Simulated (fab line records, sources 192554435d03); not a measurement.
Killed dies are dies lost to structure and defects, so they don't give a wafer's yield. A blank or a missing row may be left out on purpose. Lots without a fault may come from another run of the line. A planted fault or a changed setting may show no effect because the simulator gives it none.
fab line records | flow n5_finfet
record lots=9 wafers=27 last_day=18
route steps=1938 shown BEOL_M0_SAQP@666 BEOL_M4@1111 PASSIVATION@1936
lots that met no fault: from a run of the same line without faults
start_h: hours from the record's first day to the start of the lot's first wafer shown | wait_h: hours since the lot's step before | " the same as in the row above | L1.1+2: a row that stands for several wafers | - no value, or no start given | * or withheld: withheld | < > ~ a bound
route shown NAME@n: a module of which the file shows steps, and the number in the route of the first | usual: mean/standard deviation of fault-free wafers | same: alike in all rows | chamber/n: place in a boat | sites: the reading at each site | _std_site: their standard deviation | _edge_site: outer sites' mean less inner sites' | radius_mm: how far each site lies from the wafer's centre | mask NAME#n: copy n | behind: the tool/chamber that last shaped the wafer | hold: why the lot was held/for how many hours/how that ended | device: the transistor (n, p or np) that didn't switch | end of line: the same wafers' tests at the end of the route | a step without rows: its recipe alone | killed: dies lost to structure and defects at the first sort, not the wafer's yield | map: a wafer's dies, x killed, . not, _ none there
set.NAME: the setting as run; set.NAME@STEP: as run at that earlier step | model.NAME: the simulator's own value behind a step, which no gauge read
steps of the route over a sample of lots; a table a step, a row a wafer
services: from which hour (start_h, from the record's first day; less than 0 if before it) a tool's chamber was out of use, for how many hours, and why
## steps
# step N5_BEOL_M0_SAQP_CD_MEAS_25
# recipe target_cd_nm=13.1 landing_energy_ev=1000 detector=se_inlens
# usual cd_nm=12.81/0.24
# columns lot.wafer tool chamber start_h wait_h cd_nm
L426.2 cd_sem-03 0 108.77 0.1 12.80
L426.3 " 0 " " 12.81
L426.5 " 0 " " 12.15
L428.2 cd_sem-03 0 123.36 0.1 12.64
L428.4 " 0 " " 13.10
L428.5 " 0 " " 12.56
L429.2 cd_sem-03 0 129.11 0.1 12.94
L429.4 " 0 " " 12.69
L429.5 " 0 " " 12.67
L436.1 cd_sem-03 0 171.18 0.1 13.13
L436.3 " 0 " " 12.86
L436.4 " 0 " " 12.81
L438.1 cd_sem-01 0 180.05 0.1 12.94
L438.2 " 0 " " 13.17
L438.6 " 0 " " 12.80
L437.3 cd_sem-03 0 186.42 0.1 12.68
L437.4 " 0 " " 13.03
L437.6 " 0 " " 12.73
L443.1 cd_sem-01 0 207.32 0.1 12.76
L443.2 " 0 " " 12.71
L443.4 " 0 " " 13.16
L445.1 cd_sem-01 0 221.71 0.1 12.56
L445.3 " 0 " " 12.97
L445.6 " 0 " " 12.55
L448.1 cd_sem-02 0 252.30 0.1 12.50
L448.5 " 0 " " 13.03
L448.6 " 0 " " 13.12
# step N5_BEOL_M0_SAQP_ETCH_101
# recipe chemistry=CH3F/O2 target=SiNx mask_material=SiO2 target_depth_a=299 time_s=42.7 pressure_mtorr=30 source_w=395 bias_w=73 Ar_flow_sccm=150 CH3F_flow_sccm=30 O2_flow_sccm=20 ion_energy_ev=120
# usual drypump_motor_current_A=5.9/0.42 oes_ar_750_au=0.76/0.06 oes_product_au=0.77/0.064 rf_vpp_V=297.8/2.2 showerhead_plenum_p_Torr=2.02/0.055 throttle_valve_pct=16.36/0.16
# columns lot.wafer tool chamber start_h wait_h drypump_motor_current_A oes_ar_750_au oes_product_au rf_hours_counter_h rf_vpp_V showerhead_plenum_p_Torr throttle_valve_pct
L426.2 rie_diel-04 2 108.81 0.0 6.6 0.73 0.75 183 294.9 1.99 16.29
L426.3 " 3 " " 6.4 0.73 0.73 154 294.6 2.00 16.30
L426.5 " 2 " " 6.6 0.74 0.75 - 296.5 1.99 16.27
L428.2 rie_diel-04 0 123.40 0.0 5.5 0.87 0.87 44 297.7 2.12 16.08
L428.4 " 3 " " 6.5 0.72 0.72 158 296.2 2.00 16.31
L428.5 " 3 " " 6.5 0.72 0.72 - 296.3 2.00 16.30
L429.2 rie_diel-03 0 129.15 0.0 6.3 0.74 0.74 188 296.6 1.98 16.38
L429.4 " 1 " " 6.0 0.90 0.92 - 298.7 1.96 16.12
L429.5 " 0 " " 6.3 0.75 0.75 - 297.4 1.98 16.37
L436.1 rie_diel-03 3 171.22 0.0 5.6 0.70 0.71 205 301.4 1.98 16.48
L436.3 " 1 " " 6.0 0.87 0.90 34 297.6 1.95 16.13
L436.4 " 0 " " 6.4 0.74 0.73 201 296.0 1.97 16.40
L438.1 rie_diel-05 1 180.09 0.0 5.8 0.73 0.73 166 295.4 2.08 16.43
L438.2 " 3 " " 5.7 0.84 0.87 50 299.8 2.12 16.32
L438.6 " 2 " " 5.7 0.73 0.74 - 299.5 2.06 16.58
L437.3 rie_diel-04 1 186.46 0.0 6.2 0.75 0.75 146 297.8 2.00 16.54
L437.4 " 0 " " 5.4 0.84 0.84 64 299.4 2.11 16.13
L437.6 " 0 " " 5.4 0.85 0.85 - 300.5 2.11 16.13
L443.1 rie_diel-04 0 207.58 0.3 5.4 0.83 0.84 71 300.3 2.11 16.15
L443.2 " 1 " " 6.2 0.75 0.75 153 297.6 2.00 16.55
L443.4 " 3 " " 6.4 0.71 0.70 182 293.9 1.99 16.35
L445.1 rie_diel-05 2 221.76 0.1 5.7 0.72 0.71 212 298.2 2.06 16.61
L445.3 " 1 " " 5.8 0.72 0.71 179 296.4 2.07 16.45
L445.6 " 2 " " 5.7 0.71 0.71 - 298.4 2.06 16.62
L448.1 rie_diel-04 1 252.34 0.0 6.2 0.73 0.73 165 297.9 1.99 16.59
L448.5 " 1 " " 6.2 0.73 0.73 - 297.2 1.99 16.57
L448.6 " 2 " " 6.5 0.71 0.71 - 297.6 1.98 16.34
# step N5_BEOL_M0_SAQP_ETCH_107
# recipe chemistry=CH3F/O2 target=SiNx target_depth_a=300 mask_material=SOC pressure_mtorr=30 source_w=395 bias_w=73 Ar_flow_sccm=150 CH3F_flow_sccm=30 O2_flow_sccm=20 ion_energy_ev=120
# usual drypump_motor_current_A=5.8/0.41 oes_ar_750_au=0.77/0.058 oes_product_au=0.77/0.061 rf_vpp_V=297.8/2 showerhead_plenum_p_Torr=2.03/0.054 throttle_valve_pct=16.40/0.15
# columns lot.wafer tool chamber start_h wait_h drypump_motor_current_A oes_ar_750_au oes_product_au rf_hours_counter_h rf_vpp_V showerhead_plenum_p_Torr throttle_valve_pct
L426.2 rie_diel-05 3 109.60 0.0 5.7 0.87 0.88 31 301.1 2.12 16.30
L426.3 " 2 " " 5.7 0.74 0.75 179 299.8 2.07 16.54
L426.5 " 0 " " 5.2 0.83 0.82 - 296.7 2.03 16.52
L428.2 rie_diel-05 1 124.24 0.0 5.8 0.75 0.75 151 296.1 2.08 16.40
L428.4 " 2 " " 5.7 0.74 0.74 183 300.0 2.07 16.57
L428.5 " 3 " " 5.8 0.87 0.88 - 299.4 2.12 16.29
L429.2 rie_diel-05 3 129.88 0.0 5.7 0.87 0.87 37 301.1 2.12 16.29
L429.4 " 0 " " 5.2 0.82 0.82 72 298.3 2.03 16.54
L429.5 " 0 " " 5.2 0.82 0.81 - 294.6 2.03 16.53
L436.1 rie_diel-04 0 171.95 0.0 5.4 0.85 0.85 60 299.5 2.11 16.12
L436.3 " 2 " " 6.5 0.72 0.74 202 296.3 1.98 16.29
L436.4 " 3 " " 6.4 0.71 0.71 173 293.9 2.00 16.35
L438.1 rie_diel-04 2 180.93 0.0 6.5 0.72 0.73 204 296.7 1.98 16.34
L438.2 " 1 " " 6.2 0.75 0.77 145 297.3 2.00 16.52
L438.6 " 3 " " 6.5 0.71 0.71 - 294.4 1.99 16.36
L437.3 rie_diel-05 2 187.19 0.0 5.7 0.73 0.72 201 300.5 2.06 16.58
L437.4 " 0 " " 5.2 0.80 0.81 88 297.5 2.02 16.55
L437.6 " 2 " " 5.7 0.73 0.72 - 299.3 2.06 16.58
L443.1 rie_diel-05 0 208.31 0.0 5.2 0.80 0.79 95 295.7 2.02 16.56
L443.2 " 2 " " 5.7 0.72 0.72 207 298.8 2.06 16.60
L443.4 " 1 " " 5.8 0.73 0.72 175 295.4 2.07 16.42
L445.1 rie_diel-05 2 222.55 0.0 5.7 0.72 0.71 212 298.8 2.06 16.60
L445.3 " 0 " " 5.2 0.79 0.79 99 297.0 2.02 16.58
L445.6 " 2 " " 5.7 0.72 0.71 - 301.5 2.06 16.60
L448.1 rie_diel-04 3 253.19 0.0 6.5 0.69 0.69 194 294.4 1.99 16.38
L448.5 " 0 " " 5.4 0.82 0.82 - 299.9 2.10 16.17
L448.6 " 1 " " 6.2 0.73 0.74 - 297.1 1.99 16.54
# step N5_BEOL_M0_SAQP_SPACER2_ALD_26
# recipe material=SiO2 target_thk_a=150 temp_c=300 ald_precursor_family=BDEAS ald_co_reactant=O2-plasma pulse_time_s=1 purge_time_s=2 co_reactant_purge_time_s=2 pressure_torr=2
# usual heater_power_w=454/43 precursor_pulse_height_rel=1.002/0.019
# columns lot.wafer tool chamber start_h wait_h heater_power_w precursor_pulse_height_rel
L426.2 ald_sin-04 0 109.85 0.1 428 1.035
L426.3 " 2 " " 497 0.966
L426.5 " 2 " " 483 1.010
L428.2 ald_sin-02 0 124.48 0.1 413 1.009
L428.4 " 2 " " 480 0.994
L428.5 " 1 " " 394 1.003
L429.2 ald_sin-04 0 130.12 0.1 431 1.024
L429.4 " 1 " " 416 0.985
L429.5 " 2 " " 499 1.003
L436.1 ald_sin-02 1 172.53 0.4 396 1.021
L436.3 " 0 " " 423 1.000
L436.4 " 2 " " 493 1.004
L438.1 ald_sin-04 3 184.60 3.5 489 1.019
L438.2 " 0 " " 437 1.045
L438.6 " 1 " " 398 0.995
L437.3 ald_sin-02 3 187.66 0.3 474 1.031
L437.4 " 0 " " 426 1.009
L437.6 " 2 " " 494 0.971
L443.1 ald_sin-04 0 208.77 0.3 434 0.999
L443.2 " 2 " " 507 0.964
L443.4 " 3 " " 497 0.993
L445.1 ald_sin-04 0 222.79 0.1 428 0.966
L445.3 " 1 " " 395 1.010
L445.6 " 2 " " 489 1.004
L448.1 ald_sin-04 0 254.18 0.1 429 0.971
L448.5 " 3 " " 493 0.977
L448.6 " 0 " " 427 1.004
# step N5_BEOL_M0_SAQP_CD_MEAS_29
# recipe target_cd_nm=14.4 landing_energy_ev=1000 detector=se_inlens
# usual cd_nm=15.02/0.23
# columns lot.wafer tool chamber start_h wait_h cd_nm
L426.2 cd_sem-02 0 110.60 0.1 15.31
L426.3 " 0 " " 15.05
L426.5 " 0 " " 15.33
L428.2 cd_sem-02 0 125.23 0.1 15.02
L428.4 " 0 " " 14.91
L428.5 " 0 " " 14.55
L429.2 cd_sem-02 0 130.87 0.1 15.02
L429.4 " 0 " " 15.04
L429.5 " 0 " " 14.96
L436.1 cd_sem-03 0 173.28 0.1 15.13
L436.3 " 0 " " 15.10
L436.4 " 0 " " 20.27
L438.1 cd_sem-02 0 185.34 0.1 14.76
L438.2 " 0 " " 14.91
L438.6 " 0 " " 14.68
L437.3 cd_sem-03 0 188.41 0.1 14.98
L437.4 " 0 " " 19.98
L437.6 " 0 " " 14.52
L443.1 cd_sem-01 0 209.52 0.1 15.06
L443.2 " 0 " " 15.29
L443.4 " 0 " " 15.75
L445.1 cd_sem-01 0 223.54 0.1 14.82
L445.3 " 0 " " 14.90
L445.6 " 0 " " 14.74
L448.1 cd_sem-03 0 255.00 0.1 14.84
L448.5 " 0 " " 15.24
L448.6 " 0 " " 15.24
# step N5_BEOL_M4_RC_MEAS_101
# usual DIBL_N=36.1/1.3 DIBL_P=36.1/1.7 IOFF_N=0.154/0.022 IOFF_P=0.201/0.024 ION_N=675/8.9 ION_P=462/5.9 SS_N=71.5/0.49 SS_P=73.3/0.58 VT_N=250.0/2.7 VT_P=-251.3/2.7
# columns lot.wafer tool chamber start_h wait_h DIBL_N[mV/V] DIBL_P[mV/V] IOFF_N[nA/um] IOFF_P[nA/um] ION_N[uA/um] ION_P[uA/um] SS_N[mV/dec] SS_P[mV/dec] VT_N[mV] VT_P[mV]
L426.2 prober-01 0 164.01 0.2 35.6 34.7 0.148 0.194 674 468 71.6 73.1 249.6 -251.0
L426.3 " 0 " " 35.7 34.9 0.151 0.200 688 470 72.3 73.5 249.3 -249.6
L426.5 " 0 " " 35.3 34.9 0.147 0.196 678 463 72.2 72.6 247.7 -250.2
L428.2 prober-01 0 170.57 0.2 36.8 37.7 0.168 0.185 678 452 72.2 73.7 250.7 -254.7
L428.4 " 0 " " 36.0 36.4 0.146 0.172 662 452 71.3 73.7 251.7 -253.2
L428.5 " 0 " " 37.6 38.3 0.165 0.184 676 448 72.1 73.5 250.3 -254.9
L429.2 prober-02 0 189.27 0.2 37.6 37.2 0.164 0.216 681 468 71.6 73.5 250.3 -249.2
L429.4 " 0 " " 38.4 38.5 0.181 0.235 684 468 72.1 73.9 248.3 -249.2
L429.5 " 0 " " 35.2 34.9 0.134 0.184 681 466 71.5 73.4 252.3 -253.5
L436.1 prober-01 0 234.47 0.0 36.3 35.6 0.127 0.182 662 455 71.1 72.7 252.8 -253.7
L436.3 " 0 " " 37.7 37.2 0.162 0.205 672 460 71.3 74.0 249.4 -252.9
L438.1 prober-01 0 259.59 0.0 36.0 34.7 0.144 0.203 673 466 70.5 72.4 249.2 -247.3
L438.2 " 0 " " 37.1 35.7 0.161 0.215 672 463 71.2 73.2 249.9 -250.3
L438.6 " 0 " " 36.7 35.4 0.161 0.209 679 466 71.0 73.3 249.1 -251.8
L437.3 prober-02 0 259.86 0.3 36.7 37.2 0.167 0.223 682 467 71.5 73.8 245.8 -248.0
L437.6 " 0 " " 35.8 36.8 0.159 0.221 686 473 71.5 73.1 247.0 -249.2
L443.1 prober-02 0 287.81 0.0 36.5 37.5 0.156 0.221 674 468 71.2 73.8 251.3 -248.6
L443.2 " 0 " " 36.1 37.5 0.160 0.216 676 470 72.1 72.7 251.1 -247.2
L443.4 " 0 " " 35.8 37.1 0.146 0.205 665 464 72.0 72.9 253.0 -247.0
L445.1 prober-01 0 289.51 0.0 35.4 35.5 0.150 0.197 676 465 71.8 72.6 249.4 -252.2
L445.3 " 0 " " 34.2 33.2 0.120 0.163 666 456 71.3 72.9 252.3 -252.5
L445.6 " 0 " " 36.5 36.5 0.167 0.208 680 468 72.3 73.0 248.5 -249.7
L448.1 prober-02 0 319.48 0.0 38.7 39.5 0.196 0.268 696 478 72.4 73.9 244.5 -245.7
L448.5 " 0 " " 37.4 38.0 0.174 0.247 681 470 72.2 73.6 245.3 -248.8
L448.6 " 0 " " 36.1 36.4 0.147 0.211 670 464 71.9 73.0 251.1 -247.4
# step N5_PASSIVATION_PROBE_49
# usual defect_limited_yield=90.9/1.3 killed_at_M0_to_M3=35/10 killed_at_M4_up=15/5.7 killed_at_contacts=14/6.4 killed_at_front_end=40/11 killed_at_other=4/3.1 killed_dies=108/16 killed_on_rim=14/3.6 killed_open=71/11 killed_short=34/7.7 sort_bin_5_function=5.4/0.9 sort_bin_6_memory=3.4/0.61 sort_n_pass=1072/16 sort_yield_pct=90.9/1.3
# same gross_dies=1180 killed_at_back_side=0 sort_bin_4_leakage[%]=0 sort_bin_8_speed[%]=0
# columns lot.wafer tool chamber start_h wait_h defect_limited_yield[%] killed_at_M0_to_M3 killed_at_M4_up killed_at_contacts killed_at_front_end killed_at_other killed_dies killed_on_rim killed_open killed_short sort_bin_5_function[%] sort_bin_6_memory[%] sort_n_pass sort_yield_pct[%]
L426.2 prober-01 - 264.80 0.1 92.1 34 8 22 26 3 93 11 66 27 5.1 2.7 1087 92.1
L426.3 prober-01 - 264.85 0.1 94.7 14 13 15 19 1 62 8 43 19 3.1 2.0 1118 94.7
L426.5 prober-01 - 264.95 0.2 90.3 25 14 28 44 4 115 20 66 48 5.8 3.6 1065 90.3
L428.2 prober-01 - 272.96 0.1 89.5 66 9 22 23 4 124 18 91 33 6.4 4.0 1056 89.5
L428.4 prober-01 - 273.06 0.2 91.1 40 14 20 30 1 105 9 69 33 5.6 3.2 1075 91.1
L428.5 prober-01 - 273.11 0.2 91.7 31 10 14 39 4 98 12 67 28 4.7 3.1 1082 91.7
L429.2 prober-02 - 298.70 0.1 91.7 33 13 16 31 5 98 15 58 37 4.8 3.1 1082 91.7
L429.4 prober-02 - 298.80 0.2 91.4 28 24 10 29 10 101 15 62 36 5.1 3.3 1079 91.4
L429.5 prober-02 - 298.85 0.2 92.1 29 14 9 34 7 93 11 59 29 4.3 3.2 1087 92.1
L436.1 prober-02 - 354.88 0.0 91.0 35 3 16 44 8 106 12 76 30 5.3 3.5 1074 91.0
L436.3 prober-02 - 354.98 0.1 90.1 31 12 11 62 1 117 23 81 35 5.5 4.1 1063 90.1
L436.4 prober-02 - 355.03 0.2 0 1113 9 4 52 2 1180 152 71 38 96.5 3.0 0 0
L438.1 prober-01 - 364.77 0.0 92.8 14 15 15 41 0 85 11 58 23 3.6 2.9 1095 92.8
L438.2 prober-01 - 364.82 0.1 91.0 30 27 13 30 6 106 13 74 32 5.0 3.6 1074 91.0
L438.6 prober-01 - 365.02 0.3 89.7 34 31 14 36 7 122 19 85 37 5.9 4.0 1058 89.7
L437.3 prober-02 - 370.63 0.1 93.1 25 11 10 28 7 81 13 48 33 4.1 2.0 1099 93.1
L437.4 prober-02 - 370.68 0.2 0 1114 25 5 33 3 1180 152 65 30 96.5 3.1 0 0
L437.6 prober-02 - 370.78 0.3 89.1 24 22 21 39 23 129 18 85 41 6.6 3.9 1051 89.1
L443.1 prober-01 - 389.91 0.0 90.9 29 23 19 32 4 107 17 67 36 5.4 3.4 1073 90.9
L443.2 prober-01 - 389.96 0.1 92.5 36 12 16 23 1 88 8 50 35 4.9 2.5 1092 92.5
L443.4 prober-01 - 390.06 0.2 91.2 24 18 21 38 3 104 14 69 30 5.3 3.4 1076 91.2
L445.1 prober-01 - 400.08 0.0 87.6 40 18 27 51 10 146 17 83 57 7.5 4.1 1034 87.6
L445.3 prober-01 - 400.18 0.1 89.9 33 18 16 45 7 119 16 79 39 6.4 3.2 1061 89.9
L445.6 prober-01 - 400.33 0.3 90.5 35 18 11 48 0 112 15 68 41 5.0 3.9 1068 90.5
L448.1 prober-01 - 426.59 0.0 89.7 38 15 11 56 1 121 17 77 42 6.1 3.8 1059 89.7
L448.5 prober-01 - 426.79 0.2 90.3 28 11 12 60 4 115 10 73 37 5.7 3.1 1065 90.3
L448.6 prober-01 - 426.84 0.3 90.6 38 13 12 44 4 111 12 74 32 6.1 3.1 1069 90.6
# killed by level:class
L426.2 MOL_CONTACT_COAG:geometric_particle:open=17 BEOL_M1:geometric_particle:open=11 BEOL_M0_SAQP:geometric_particle:short=9 BEOL_M0_SAQP:geometric_particle:open=7 STI_FIN_REVEAL:geometric_particle:open=5 MOL_CONTACT_COAG:geometric_particle:short=5 BEOL_M2:geometric_particle:open=5 FIN_SAQP:geometric_particle:open=4
L426.3 MOL_CONTACT_COAG:geometric_particle:open=12 BEOL_M5:geometric_particle:open=5 STI_FIN_REVEAL:geometric_particle:open=4 GATE_CUT:geometric_particle:short=4 BEOL_M1:geometric_particle:open=4 STARTING-WAFER:geometric_particle:open=3 MOL_CONTACT_COAG:geometric_particle:short=3 BEOL_M0_SAQP:geometric_particle:open=3
L426.5 MOL_CONTACT_COAG:geometric_particle:open=19 BEOL_M0_SAQP:geometric_particle:short=12 MOL_CONTACT_COAG:geometric_particle:short=9 FIN_SAQP:geometric_particle:open=8 STI_FIN_REVEAL:geometric_particle:open=7 GATE_CUT:geometric_particle:short=7 FIN_SAQP:geometric_particle:short=5 GATE_CUT:geometric_particle:open=5
L428.2 BEOL_M3:geometric_particle:open=23 MOL_CONTACT_COAG:geometric_particle:open=15 BEOL_M0_SAQP:geometric_particle:short=12 FIN_SAQP:geometric_particle:open=8 BEOL_M2:geometric_particle:open=8 MOL_CONTACT_COAG:geometric_particle:short=7 BEOL_M0_SAQP:geometric_particle:open=7 BEOL_M1:geometric_particle:open=7
L428.4 MOL_CONTACT_COAG:geometric_particle:open=14 BEOL_M3:geometric_particle:open=10 BEOL_M2:geometric_particle:open=7 STI_FIN_REVEAL:geometric_particle:open=6 BEOL_M0:geometric_particle:open=5 MOL_CONTACT_COAG:geometric_particle:short=5 STARTING-WAFER:geometric_particle:open=5 BEOL_M3:geometric_particle:short=5
L428.5 MOL_CONTACT_COAG:geometric_particle:open=13 FIN_SAQP:geometric_particle:open=9 STI_FIN_REVEAL:geometric_particle:open=6 BEOL_M1:geometric_particle:open=6 BEOL_M3:geometric_particle:open=6 FIN_SAQP:geometric_particle:short=5 DUMMY_GATE:geometric_particle:open=5 BEOL_M2:geometric_particle:open=5
L429.2 MOL_CONTACT_COAG:geometric_particle:open=10 FIN_SAQP:geometric_particle:open=8 BEOL_M0_SAQP:geometric_particle:short=8 BEOL_M3:geometric_particle:open=7 FIN_SAQP:geometric_particle:short=6 BEOL_M0_SAQP:geometric_particle:open=5 BEOL_M2:geometric_particle:open=5 BEOL_M5:geometric_particle:open=5
L429.4 BEOL_M4:geometric_particle:open=9 MOL_CONTACT_COAG:geometric_particle:open=8 BEOL_M3:geometric_particle:open=8 FIN_SAQP:geometric_particle:open=5 BEOL_M2:geometric_particle:open=5 FIN_SAQP:geometric_particle:short=4 ILD0:geometric_particle:short=4 GATE_CUT:geometric_particle:short=4
L429.5 FIN_SAQP:geometric_particle:open=9 BEOL_M0_SAQP:geometric_particle:open=9 BEOL_M3:geometric_particle:open=9 BEOL_M2:geometric_particle:open=8 MOL_CONTACT_COAG:geometric_particle:open=7 FIN_SAQP:geometric_particle:short=5 BEOL_M4:geometric_particle:open=5 STARTING-WAFER:geometric_particle:short=5
L436.1 MOL_CONTACT_COAG:geometric_particle:open=16 FIN_SAQP:geometric_particle:short=11 STI_FIN_REVEAL:geometric_particle:open=11 BEOL_M3:geometric_particle:open=9 BEOL_M0_SAQP:geometric_particle:short=6 BEOL_M0_SAQP:geometric_particle:open=6 FIN_SAQP:geometric_particle:open=5 BEOL_M0:geometric_particle:open=5
L436.3 FIN_SAQP:geometric_particle:open=20 FIN_SAQP:geometric_particle:short=14 BEOL_M4:geometric_particle:open=9 BEOL_M2:geometric_particle:open=9 MOL_CONTACT_COAG:geometric_particle:open=8 BEOL_M3:geometric_particle:open=6 GATE_CUT:geometric_particle:open=5 BEOL_M0_SAQP:geometric_particle:short=5
L436.4 BEOL_M0_SAQP:area_ald=1069 FIN_SAQP:geometric_particle:open=15 STI_FIN_REVEAL:geometric_particle:open=10 BEOL_M0_SAQP:geometric_particle:short=10 BEOL_M2:geometric_particle:open=10 FIN_SAQP:geometric_particle:short=7 BEOL_M1:geometric_particle:open=7 BEOL_M3:geometric_particle:open=7
L438.1 MOL_CONTACT_COAG:geometric_particle:open=10 FIN_SAQP:geometric_particle:open=8 STI_FIN_REVEAL:geometric_particle:open=7 STARTING-WAFER:geometric_particle:short=6 BEOL_M2:geometric_particle:open=5 MOL_CONTACT_COAG:geometric_particle:short=5 BEOL_M4:geometric_particle:open=5 BEOL_M0_SAQP:geometric_particle:open=4
L438.2 BEOL_M4:geometric_particle:open=18 MOL_CONTACT_COAG:geometric_particle:open=9 BEOL_M3:geometric_particle:open=9 BEOL_M2:geometric_particle:open=8 FIN_SAQP:geometric_particle:open=7 FIN_SAQP:geometric_particle:short=6 ILD0:geometric_particle:short=4 MOL_CONTACT_COAG:geometric_particle:short=4
L438.6 BEOL_M4:geometric_particle:open=20 FIN_SAQP:geometric_particle:open=15 MOL_CONTACT_COAG:geometric_particle:open=10 BEOL_M0_SAQP:geometric_particle:short=8 BEOL_M0_SAQP:geometric_particle:open=7 BEOL_M2:geometric_particle:open=7 BEOL_M3:geometric_particle:open=6 BEOL_M4:geometric_particle:short=5
L437.3 MOL_CONTACT_COAG:geometric_particle:open=9 BEOL_M0_SAQP:geometric_particle:short=7 BEOL_M3:geometric_particle:open=6 FIN_SAQP:geometric_particle:open=5 BEOL_M1:geometric_particle:short=4 BEOL_M4:geometric_particle:open=4 FIN_SAQP:geometric_particle:short=3 STI_FIN_REVEAL:geometric_particle:open=3
L437.4 BEOL_M0_SAQP:area_ald=1085 BEOL_M4:geometric_particle:open=8 FIN_SAQP:geometric_particle:open=7 BEOL_M3:geometric_particle:open=7 BEOL_M1:geometric_particle:open=6 BEOL_M4:geometric_particle:short=6 BEOL_M0_SAQP:geometric_particle:open=5 BEOL_M2:geometric_particle:open=5
L437.6 MOL_CONTACT_COAG:geometric_particle:open=16 PASS1_CAP:geometric_particle:open=13 BEOL_M4:geometric_particle:open=11 FIN_SAQP:geometric_particle:open=9 PASS1_CAP:geometric_particle:short=8 BEOL_M0_SAQP:geometric_particle:short=7 STI_FIN_REVEAL:geometric_particle:open=6 STARTING-WAFER:geometric_particle:short=5
L443.1 MOL_CONTACT_COAG:geometric_particle:open=17 BEOL_M4:geometric_particle:open=11 BEOL_M2:geometric_particle:open=11 BEOL_M0_SAQP:geometric_particle:short=8 BEOL_M0_SAQP:geometric_particle:open=7 FIN_SAQP:geometric_particle:short=5 GATE_CUT:geometric_particle:short=5 FIN_SAQP:geometric_particle:open=4
L443.2 BEOL_M0_SAQP:geometric_particle:short=13 FIN_SAQP:geometric_particle:short=12 MOL_CONTACT_COAG:geometric_particle:open=12 BEOL_M0_SAQP:geometric_particle:open=9 FIN_SAQP:geometric_particle:open=5 BEOL_M2:geometric_particle:open=5 MOL_CONTACT_COAG:geometric_particle:short=4 BEOL_M1:geometric_particle:open=4
L443.4 MOL_CONTACT_COAG:geometric_particle:open=14 BEOL_M2:geometric_particle:open=10 FIN_SAQP:geometric_particle:open=7 GATE_CUT:geometric_particle:open=7 MOL_CONTACT_COAG:geometric_particle:short=6 GATE_CUT:geometric_particle:short=5 STI_FIN_REVEAL:geometric_particle:open=4 BEOL_M1:geometric_particle:open=4
L445.1 MOL_CONTACT_COAG:geometric_particle:open=18 BEOL_M0_SAQP:geometric_particle:open=11 BEOL_M1:geometric_particle:open=10 MOL_CONTACT_COAG:geometric_particle:short=9 BEOL_M0_SAQP:geometric_particle:short=8 BEOL_M4:geometric_particle:open=8 STI_FIN_REVEAL:geometric_particle:short=7 STI_FIN_REVEAL:geometric_particle:open=7
L445.3 MOL_CONTACT_COAG:geometric_particle:open=14 BEOL_M2:geometric_particle:open=12 FIN_SAQP:geometric_particle:short=12 STI_FIN_REVEAL:geometric_particle:open=10 BEOL_M3:geometric_particle:open=7 FIN_SAQP:geometric_particle:open=6 BEOL_M4:geometric_particle:open=6 BEOL_M0_SAQP:geometric_particle:open=4
L445.6 FIN_SAQP:geometric_particle:short=11 BEOL_M1:geometric_particle:open=8 MOL_CONTACT_COAG:geometric_particle:open=8 STI_FIN_REVEAL:geometric_particle:open=8 GATE_CUT:geometric_particle:short=8 BEOL_M4:geometric_particle:open=7 BEOL_M0_SAQP:geometric_particle:open=5 BEOL_M0_SAQP:geometric_particle:short=5
L448.1 BEOL_M3:geometric_particle:open=14 FIN_SAQP:geometric_particle:open=11 DUMMY_GATE:geometric_particle:open=9 GATE_CUT:geometric_particle:short=9 MOL_CONTACT_COAG:geometric_particle:open=9 FIN_SAQP:geometric_particle:short=7 STI_FIN_REVEAL:geometric_particle:open=6 BEOL_M4:geometric_particle:open=5
L448.5 STI_FIN_REVEAL:geometric_particle:open=15 MOL_CONTACT_COAG:geometric_particle:open=10 FIN_SAQP:geometric_particle:open=9 BEOL_M3:geometric_particle:open=8 FIN_SAQP:geometric_particle:short=6 BEOL_M0_SAQP:geometric_particle:short=5 HKMG_FIN:area_etch=5 FIN_CUT:geometric_particle:open=4
L448.6 BEOL_M3:geometric_particle:open=16 STI_FIN_REVEAL:geometric_particle:open=12 MOL_CONTACT_COAG:geometric_particle:open=9 GATE_CUT:geometric_particle:short=7 GATE_CUT:geometric_particle:open=6 FIN_SAQP:geometric_particle:short=5 BEOL_M0_SAQP:geometric_particle:open=4 BEOL_M4:geometric_particle:open=4
## services
# columns tool chamber start_h hours kind
ald_sin-02 - 85.25 14.0 pm
ald_sin-02 0 85.25 14.0 vent_cycle
ald_sin-02 1 85.25 14.0 vent_cycle
ald_sin-02 2 85.25 14.0 vent_cycle
ald_sin-02 3 85.25 14.0 vent_cycle
rie_diel-03 - 87.04 0.8 repair
rie_diel-04 3 95.97 9.2 repair
rie_diel-03 2 97.05 64.8 repair
ald_sin-02 0 99.25 - clean
ald_sin-02 1 99.25 - clean
ald_sin-02 2 99.25 - clean
ald_sin-02 3 99.25 - clean
ald_sin-02 0 138.60 3.0 repair
rie_diel-05 - 140.08 0.4 repair
ald_sin-04 2 175.65 14.9 repair
ald_sin-04 - 192.17 0.7 repair
rie_diel-03 1 235.73 2.8 repair
ald_sin-04 - 247.85 6.1 pm
rie_diel-03 - 252.66 2.8 pm
## key
first_sign step=N5_BEOL_M0_SAQP_CD_MEAS_29 reading=cd_nm direction=up sigmas=22 usual=15.02 struck=20.13
effect step=N5_PASSIVATION_PROBE_49 reading=killed_at_M0_to_M3 direction=up sigmas=99+ usual=35 struck=1114
more_kills_born_at N5_BEOL_M0_SAQP_SPACER2_ALD_26@ald_sin-02=2154
met_at N5_BEOL_M0_SAQP_SPACER2_ALD_26
struck_lots L436,L437
struck_wafers L436.4,L437.4
later_rows_left_out L436.4,L437.4
not_acting_at N5_BEOL_M0_SAQP_CD_MEAS_25,N5_BEOL_M0_SAQP_ETCH_101,N5_BEOL_M0_SAQP_ETCH_107
onset_between 124.48 172.53
fault kind=process_parameter_drift tool=ald_sin-02 chamber=- onset_h=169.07 steps=N5_BEOL_M0_SAQP_SPACER2_ALD_26 channel=target_thk_a offset=* shape=step end_h=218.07 scope=struck_wafers_only acts_in=* stated=*
# later_rows_left_out: the simulator's readings of these wafers behind a module that went badly wrong aren't trusted and aren't shown, but for the sort
